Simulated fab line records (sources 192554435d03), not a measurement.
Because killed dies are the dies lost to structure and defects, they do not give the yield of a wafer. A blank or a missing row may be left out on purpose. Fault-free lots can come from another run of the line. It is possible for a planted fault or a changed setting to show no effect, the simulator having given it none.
Which tool was responsible? + flow n5 finfet + Sampling: 24 lots, 72 wafers, 6 of 1938 route steps

## WHAT THE GAUGES READ, wafer by wafer
N5_BEOL_M14_OVL_MEAS_11. Usual: V13_OVL 0 nm, standard deviation 5.6.
| lot  | measured     | on         | V13_OVL (nm) | flag |
|------|--------------|------------|--------------|------|
| L074 | day 11 22:41 | overlay-02 | -2 -3 8      |      |
| L075 | day 12 05:21 | overlay-02 | 7 5 -1       |      |
| L077 | day 12 08:47 | overlay-01 | -4 -7 5      |      |
| L076 | day 12 16:48 | overlay-02 | -3 -1 9      |      |
| L078 | day 13 00:30 | overlay-01 | 6 6 2        |      |
| L080 | day 13 02:03 | overlay-01 | -8 -3 -11    |      |
| L079 | day 13 03:56 | overlay-01 | 14 13 4      |      |
| L081 | day 13 17:22 | overlay-01 | -1 2 -2      |      |
| L083 | day 14 03:19 | overlay-02 | -9 -14 -13   |      |
| L082 | day 14 05:41 | overlay-01 | -8 -4 0      |      |
| L084 | day 14 22:39 | overlay-02 | -5 9 -1      |      |
| L085 | day 15 05:37 | overlay-01 | 5 12 9       |      |
| L086 | day 15 06:56 | overlay-01 | 3 -5 -10     |      |
| L089 | day 15 06:43 | overlay-01 | 2 12 0       |      |
| L087 | day 15 08:26 | overlay-02 | 7 2 0        |      |
| L088 | day 15 14:13 | overlay-01 | -5 -7 -3     |      |
| L090 | day 16 09:29 | overlay-02 | 7 6 -1       |      |
| L091 | day 16 09:19 | overlay-02 | -7 2 -2      |      |
| L092 | day 16 13:47 | overlay-02 | 1 -5 -2      |      |
| L094 | day 16 15:56 | overlay-01 | 6 6 2        |      |
| L093 | day 17 15:51 | overlay-01 | 0 -4 -13     |      |
| L095 | day 17 17:04 | overlay-02 | -5 -5 4      |      |
| L096 | day 17 20:28 | overlay-01 | 0 -3 3       |      |
| L097 | day 18 03:04 | overlay-01 | 1 1 3        |      |

N5_BEOL_M14_OVL_MEAS_29. Usual: M14_OVL 2 nm, standard deviation 6.
| lot  | measured     | on         | M14_OVL (nm) | flag |
|------|--------------|------------|--------------|------|
| L074 | day 11 23:32 | overlay-01 | 6 0 2        |      |
| L075 | day 12 06:19 | overlay-02 | 1 11 11      |      |
| L077 | day 12 09:38 | overlay-01 | 14 10 14     |      |
| L076 | day 12 17:47 | overlay-01 | 4 -1 -3      |      |
| L078 | day 13 01:29 | overlay-01 | -2 3 -4      |      |
| L080 | day 13 03:01 | overlay-01 | 1 2 1        |      |
| L079 | day 13 04:47 | overlay-01 | 0 0 5        |      |
| L081 | day 13 18:20 | overlay-02 | 6 -2 2       |      |
| L083 | day 14 04:19 | overlay-02 | 11 5 17      |      |
| L082 | day 14 06:40 | overlay-02 | 5 4 -4       |      |
| L084 | day 14 23:38 | overlay-01 | 8 -7 7       |      |
| L085 | day 15 06:28 | overlay-01 | 8 -3 -6      |      |
| L086 | day 15 08:26 | overlay-02 | 6 -5 5       |      |
| L089 | day 15 07:34 | overlay-02 | 5 -2 0       |      |
| L087 | day 15 09:25 | overlay-02 | 0 2 2        |      |
| L088 | day 15 15:11 | overlay-01 | 6 -4 -5      |      |
| L090 | day 16 10:44 | overlay-02 | 1 0 0        |      |
| L091 | day 16 10:29 | overlay-01 | -2 10 14     |      |
| L092 | day 16 14:46 | overlay-02 | -4 -15 1     |      |
| L094 | day 16 17:03 | overlay-02 | 7 3 8        |      |
| L093 | day 17 16:49 | overlay-02 | 5 -5 -5      |      |
| L095 | day 17 17:56 | overlay-02 | 3 -4 10      |      |
| L096 | day 17 21:22 | overlay-02 | 2 6 7        |      |
| L097 | day 18 03:55 | overlay-01 | -3 -10 -8    |      |

## TOOL THAT RAN EACH LOT (tool first, then ch and the chambers of the sampled wafers, then the start)
| lot  | N5_BEOL_M12_SPUTTER_43       | N5_BEOL_M13_ETCH_38                | N5_BEOL_M13_SPUTTER_45       | N5_BEOL_M14_STRIP_64                          |
|------|------------------------------|------------------------------------|------------------------------|-----------------------------------------------|
| L074 | pvd sputter-01, day 11 14:16 | rie diel-06 ch 0,1,2, day 11 19:34 | pvd sputter-02, day 11 21:06 | rie diel-03 ch 0,1,3, day 11 23:32 or earlier |
| L075 | pvd sputter-02, day 11 21:59 | rie diel-02 ch 0,1,2, day 12 02:34 | pvd sputter-03, day 12 03:31 | rie diel-03 ch 0,2,3, day 12 06:19 or earlier |
| L077 | pvd sputter-01, day 12 02:40 | rie diel-06 ch 0,1,2, day 12 06:25 | pvd sputter-03, day 12 07:11 | rie diel-01 ch 0,1,3, day 12 09:38 or earlier |
| L076 | pvd sputter-03, day 12 09:22 | rie diel-02 ch 0,2,3, day 12 14:22 | pvd sputter-02, day 12 15:10 | rie diel-03 ch 0,1,2, day 12 17:47 or earlier |
| L078 | pvd sputter-01, day 12 14:40 | rie diel-05 ch 0,1,3, day 12 20:41 | pvd sputter-02, day 12 22:54 | rie diel-04 ch 1,2, day 13 01:29 or earlier   |
| L080 | pvd sputter-01, day 12 19:43 | rie diel-06 ch 2,3, day 12 23:27   | pvd sputter-01, day 13 00:28 | rie diel-01 ch 0,2, day 13 03:01 or earlier   |
| L079 | pvd sputter-03, day 12 20:07 | rie diel-06 ch 1,2,3, day 13 01:38 | pvd sputter-03, day 13 02:19 | rie diel-01 ch 0,1, day 13 04:47 or earlier   |
| L081 | pvd sputter-01, day 13 07:06 | rie diel-06 ch 0,1,3, day 13 14:40 | pvd sputter-01, day 13 15:19 | rie diel-01 ch 0,1, day 13 18:20 or earlier   |
| L083 | pvd sputter-02, day 13 20:01 | rie diel-02 ch 0,2,3, day 14 00:41 | pvd sputter-03, day 14 01:23 | rie diel-04 ch 0,1,3, day 14 04:19 or earlier |
| L082 | pvd sputter-01, day 13 20:10 | rie diel-02 ch 1,2, day 14 01:20   | pvd sputter-03, day 14 03:58 | rie diel-01 ch 2,3, day 14 06:40 or earlier   |
| L084 | pvd sputter-03, day 14 13:05 | rie diel-05 ch 0,1,3, day 14 19:51 | pvd sputter-02, day 14 20:41 | rie diel-03 ch 1,2, day 14 23:38 or earlier   |
| L085 | pvd sputter-01, day 14 21:32 | rie diel-02 ch 2,3, day 15 03:15   | pvd sputter-02, day 15 04:01 | rie diel-01 ch 0,2,3, day 15 06:28 or earlier |
| L086 | pvd sputter-01, day 15 00:23 | rie diel-05 ch 1,3, day 15 04:34   | pvd sputter-02, day 15 05:09 | rie diel-03 ch 1,3, day 15 08:26 or earlier   |
| L089 | pvd sputter-02, day 15 00:23 | rie diel-06 ch 0,2,3, day 15 04:31 | pvd sputter-03, day 15 05:05 | rie diel-01 ch 0,1,2, day 15 07:34 or earlier |
| L087 | pvd sputter-03, day 15 00:38 | rie diel-05 ch 1,3, day 15 05:16   | pvd sputter-01, day 15 06:43 | rie diel-01 ch 1,2, day 15 09:25 or earlier   |
| L088 | pvd sputter-02, day 15 05:19 | rie diel-02 ch 0,1,2, day 15 11:55 | pvd sputter-01, day 15 12:29 | rie diel-01 ch 1,2,3, day 15 15:11 or earlier |
| L090 | pvd sputter-03, day 15 19:10 | rie diel-06 ch 0,1,2, day 16 06:16 | pvd sputter-01, day 16 07:01 | rie diel-04 ch 0,2,3, day 16 10:44 or earlier |
| L091 | pvd sputter-02, day 16 01:42 | rie diel-02 ch 1,2,3, day 16 06:22 | pvd sputter-02, day 16 07:01 | rie diel-01 ch 0,1, day 16 10:29 or earlier   |
| L092 | pvd sputter-03, day 16 06:32 | rie diel-05 ch 0,1,2, day 16 11:11 | pvd sputter-03, day 16 11:37 | rie diel-04 ch 0,2,3, day 16 14:46 or earlier |
| L094 | pvd sputter-03, day 16 06:54 | rie diel-02 ch 0,1,3, day 16 11:55 | pvd sputter-03, day 16 14:12 | rie diel-03 ch 0,1,3, day 16 17:03 or earlier |
| L093 | pvd sputter-02, day 16 23:47 | rie diel-06 ch 1,2,3, day 17 13:17 | pvd sputter-03, day 17 14:10 | rie diel-03 ch 1,3, day 17 16:49 or earlier   |
| L095 | pvd sputter-01, day 17 03:41 | rie diel-05 ch 2,3, day 17 14:45   | pvd sputter-03, day 17 15:28 | rie diel-04 ch 0,1,2, day 17 17:56 or earlier |
| L096 | pvd sputter-01, day 17 12:00 | rie diel-05 ch 2,3, day 17 17:37   | pvd sputter-03, day 17 18:25 | rie diel-04 ch 0,1,2, day 17 21:22 or earlier |
| L097 | pvd sputter-02, day 17 18:38 | rie diel-06 ch 0,1,3, day 18 00:28 | pvd sputter-01, day 18 01:20 | rie diel-04 ch 0,1, day 18 03:55 or earlier   |
- N5_BEOL_M12_SPUTTER_43: material TaN, target thk 15 nm, time 24.19 s.
- N5_BEOL_M13_ETCH_38: etches SiCN in CF4/N2, target depth 67.5 nm, time 71.9 s.
- N5_BEOL_M13_SPUTTER_45: material Cu, target thk 80 nm, time 13.33 s.
- N5_BEOL_M14_STRIP_64: strips in O2.

## WHAT THE TOOLS THEMSELVES READ (means of the sampled wafers that have a number; where no wafer has one, the mark that the record gives instead)
N5_BEOL_M12_SPUTTER_43. Usual: 30.1 % for throttle valve pct, sd 1.
| lot  | tool           | throttle valve pct (%) | flag |
|------|----------------|------------------------|------|
| L074 | pvd sputter-01 | 29.7                   |      |
| L075 | pvd sputter-02 | 30.2                   |      |
| L077 | pvd sputter-01 | 30.3                   |      |
| L076 | pvd sputter-03 | 30.1                   |      |
| L078 | pvd sputter-01 | 29.7                   |      |
| L080 | pvd sputter-01 | 29.6                   |      |
| L079 | pvd sputter-03 | 30.6                   |      |
| L081 | pvd sputter-01 | 29.8                   |      |
| L083 | pvd sputter-02 | 29.6                   |      |
| L082 | pvd sputter-01 | 31.1                   |      |
| L084 | pvd sputter-03 | 29.5                   |      |
| L085 | pvd sputter-01 | 30.6                   |      |
| L086 | pvd sputter-01 | 29.9                   |      |
| L089 | pvd sputter-02 | 28.8                   |      |
| L087 | pvd sputter-03 | 30.0                   |      |
| L088 | pvd sputter-02 | 31.0                   |      |
| L090 | pvd sputter-03 | 30.5                   |      |
| L091 | pvd sputter-02 | 29.8                   |      |
| L092 | pvd sputter-03 | 29.9                   |      |
| L094 | pvd sputter-03 | 30.5                   |      |
| L093 | pvd sputter-02 | 30.4                   |      |
| L095 | pvd sputter-01 | 30.5                   |      |
| L096 | pvd sputter-01 | 29.7                   |      |
| L097 | pvd sputter-02 | 29.0                   |      |

N5_BEOL_M13_ETCH_38. Usual: drypump motor current A 5.7 A, standard deviation 0.34; oes product au 0.78 a.u., standard deviation 0.08; rf vpp V 382.0 V, standard deviation 2.4; showerhead plenum p Torr 2.19 Torr, standard deviation 0.092; throttle valve pct 15.50 %, standard deviation 0.3.
| lot  | tool        | drypump motor current A (A) | oes product au (a.u.) | rf vpp V (V) | showerhead plenum p Torr (Torr) | throttle valve pct (%) | flag |
|------|-------------|-----------------------------|-----------------------|--------------|---------------------------------|------------------------|------|
| L074 | rie diel-06 | 5.8                         | 0.75                  | 381.3        | 2.15                            | 15.75                  |      |
| L075 | rie diel-02 | 5.7                         | 0.82                  | 382.8        | 2.23                            | 15.40                  |      |
| L077 | rie diel-06 | 5.8                         | 0.74                  | 380.9        | 2.15                            | 15.74                  |      |
| L076 | rie diel-02 | 5.5                         | 0.81                  | 382.2        | 2.19                            | 15.35                  |      |
| L078 | rie diel-05 | 5.6                         | 0.81                  | 381.7        | 2.17                            | 15.40                  |      |
| L080 | rie diel-06 | 5.5                         | 0.83                  | 383.8        | 2.26                            | 15.32                  |      |
| L079 | rie diel-06 | 5.7                         | 0.78                  | 380.6        | 2.16                            | 15.60                  |      |
| L081 | rie diel-06 | 5.6                         | 0.80                  | 382.9        | 2.23                            | 15.51                  |      |
| L083 | rie diel-02 | 5.5                         | 0.79                  | 381.9        | 2.18                            | 15.37                  |      |
| L082 | rie diel-02 | 6.0                         | 0.75                  | 383.1        | 2.24                            | 15.68                  |      |
| L084 | rie diel-05 | 5.6                         | 0.80                  | 381.1        | 2.17                            | 15.43                  |      |
| L085 | rie diel-02 | 5.5                         | 0.72                  | 381.4        | 2.16                            | 15.58                  |      |
| L086 | rie diel-05 | 5.4                         | 0.83                  | 381.2        | 2.16                            | 15.35                  |      |
| L089 | rie diel-06 | 5.7                         | 0.78                  | 382.6        | 2.25                            | 15.51                  |      |
| L087 | rie diel-05 | 5.4                         | 0.84                  | 380.8        | 2.16                            | 15.36                  |      |
| L088 | rie diel-02 | 5.7                         | 0.80                  | 382.8        | 2.22                            | 15.46                  |      |
| L090 | rie diel-06 | 5.8                         | 0.72                  | 380.1        | 2.14                            | 15.80                  |      |
| L091 | rie diel-02 | 5.8                         | 0.72                  | 381.8        | 2.20                            | 15.66                  |      |
| L092 | rie diel-05 | 5.8                         | 0.82                  | 381.8        | 2.20                            | 15.31                  |      |
| L094 | rie diel-02 | 5.8                         | 0.78                  | 383.9        | 2.24                            | 15.55                  |      |
| L093 | rie diel-06 | 5.7                         | 0.75                  | 380.7        | 2.15                            | 15.67                  |      |
| L095 | rie diel-05 | 5.7                         | 0.86                  | 382.4        | 2.18                            | 15.20                  |      |
| L096 | rie diel-05 | 5.7                         | 0.86                  | 381.6        | 2.18                            | 15.20                  |      |
| L097 | rie diel-06 | 5.7                         | 0.77                  | 382.4        | 2.22                            | 15.57                  |      |

N5_BEOL_M13_SPUTTER_45. Usual: 30.1 % for throttle valve pct, sd 1.1.
| lot  | tool           | throttle valve pct (%) | flag |
|------|----------------|------------------------|------|
| L074 | pvd sputter-02 | 30.4                   |      |
| L075 | pvd sputter-03 | 30.5                   |      |
| L077 | pvd sputter-03 | 30.1                   |      |
| L076 | pvd sputter-02 | 30.0                   |      |
| L078 | pvd sputter-02 | 29.3                   |      |
| L080 | pvd sputter-01 | 30.4                   |      |
| L079 | pvd sputter-03 | 29.7                   |      |
| L081 | pvd sputter-01 | 29.9                   |      |
| L083 | pvd sputter-03 | 29.6                   |      |
| L082 | pvd sputter-03 | 29.7                   |      |
| L084 | pvd sputter-02 | 30.5                   |      |
| L085 | pvd sputter-02 | 30.5                   |      |
| L086 | pvd sputter-02 | 30.4                   |      |
| L089 | pvd sputter-03 | 29.9                   |      |
| L087 | pvd sputter-01 | 30.5                   |      |
| L088 | pvd sputter-01 | 31.2                   |      |
| L090 | pvd sputter-01 | 30.6                   |      |
| L091 | pvd sputter-02 | 30.1                   |      |
| L092 | pvd sputter-03 | 30.2                   |      |
| L094 | pvd sputter-03 | 30.1                   |      |
| L093 | pvd sputter-03 | 29.9                   |      |
| L095 | pvd sputter-03 | 30.7                   |      |
| L096 | pvd sputter-03 | 30.0                   |      |
| L097 | pvd sputter-01 | 30.6                   |      |

N5_BEOL_M14_STRIP_64. Usual: drypump motor current A 5.8 A, standard deviation 0.32; oes product au 0.80 a.u., standard deviation 0.082; rf vpp V 3.7 V, standard deviation 0.54; showerhead plenum p Torr 2.07 Torr, standard deviation 0.073; throttle valve pct 16.68 %, standard deviation 0.28.
| lot  | tool        | drypump motor current A (A) | oes product au (a.u.) | rf vpp V (V) | showerhead plenum p Torr (Torr) | throttle valve pct (%) | flag |
|------|-------------|-----------------------------|-----------------------|--------------|---------------------------------|------------------------|------|
| L074 | rie diel-03 | 5.8                         | 0.83                  | 3.9          | 2.03                            | 16.56                  |      |
| L075 | rie diel-03 | 5.5                         | 0.78                  | 4.2          | 2.07                            | 16.84                  |      |
| L077 | rie diel-01 | 5.9                         | 0.82                  | 3.3          | 2.03                            | 16.59                  |      |
| L076 | rie diel-03 | 5.7                         | 0.82                  | 4.0          | 2.09                            | 16.65                  |      |
| L078 | rie diel-04 | 6.0                         | 0.78                  | 3.7          | 2.18                            | 16.74                  |      |
| L080 | rie diel-01 | 6.1                         | 0.75                  | 3.5          | 2.04                            | 16.56                  |      |
| L079 | rie diel-01 | 6.0                         | 0.83                  | 3.9          | 2.03                            | 16.44                  |      |
| L081 | rie diel-01 | 6.0                         | 0.82                  | 3.1          | 2.03                            | 16.45                  |      |
| L083 | rie diel-04 | 5.8                         | 0.80                  | 3.4          | 2.15                            | 16.60                  |      |
| L082 | rie diel-01 | 5.9                         | 0.81                  | 3.7          | 2.02                            | 16.73                  |      |
| L084 | rie diel-03 | 6.0                         | 0.80                  | 3.3          | 2.08                            | 16.60                  |      |
| L085 | rie diel-01 | 6.0                         | 0.81                  | 4.1          | 2.03                            | 16.59                  |      |
| L086 | rie diel-03 | 6.0                         | 0.75                  | 4.1          | 2.00                            | 16.77                  |      |
| L089 | rie diel-01 | 6.0                         | 0.86                  | 4.0          | 2.05                            | 16.40                  |      |
| L087 | rie diel-01 | 6.1                         | 0.92                  | 4.0          | 2.07                            | 16.33                  |      |
| L088 | rie diel-01 | 5.9                         | 0.85                  | 3.7          | 2.04                            | 16.56                  |      |
| L090 | rie diel-04 | 5.6                         | 0.76                  | 3.2          | 2.12                            | 16.82                  |      |
| L091 | rie diel-01 | 6.0                         | 0.79                  | 4.2          | 2.02                            | 16.50                  |      |
| L092 | rie diel-04 | 5.6                         | 0.74                  | 4.4          | 2.12                            | 16.82                  |      |
| L094 | rie diel-03 | 5.8                         | 0.79                  | 3.7          | 2.01                            | 16.64                  |      |
| L093 | rie diel-03 | 6.2                         | 0.78                  | 3.8          | 2.01                            | 16.59                  |      |
| L095 | rie diel-04 | 5.8                         | 0.86                  | 3.8          | 2.11                            | 16.60                  |      |
| L096 | rie diel-04 | 5.8                         | 0.85                  | 3.1          | 2.11                            | 16.60                  |      |
| L097 | rie diel-04 | 5.7                         | 0.78                  | 3.7          | 2.07                            | 16.55                  |      |

## THE ANSWER, worked out from the rows above alone
Rule: a lot counts as off when the mean over its wafers that have a number is more than 3 standard deviations away from the usual mean. Also off: a lot with no number at a reading for which 4 or more lots have one. Where the step has rows for the other lots, those lots are counted as sound. The gauges are gone through in route order, then the tools' own readings, and for those a lot's mean is taken as printed above. At the first step where some lot is off, the reading lying furthest off is the one used; lots without a number count as furthest.
No lot is off on any of the readings shown, so nothing can be concluded from this.

## WHAT HAD BEEN PUT IN BY THE SIMULATOR
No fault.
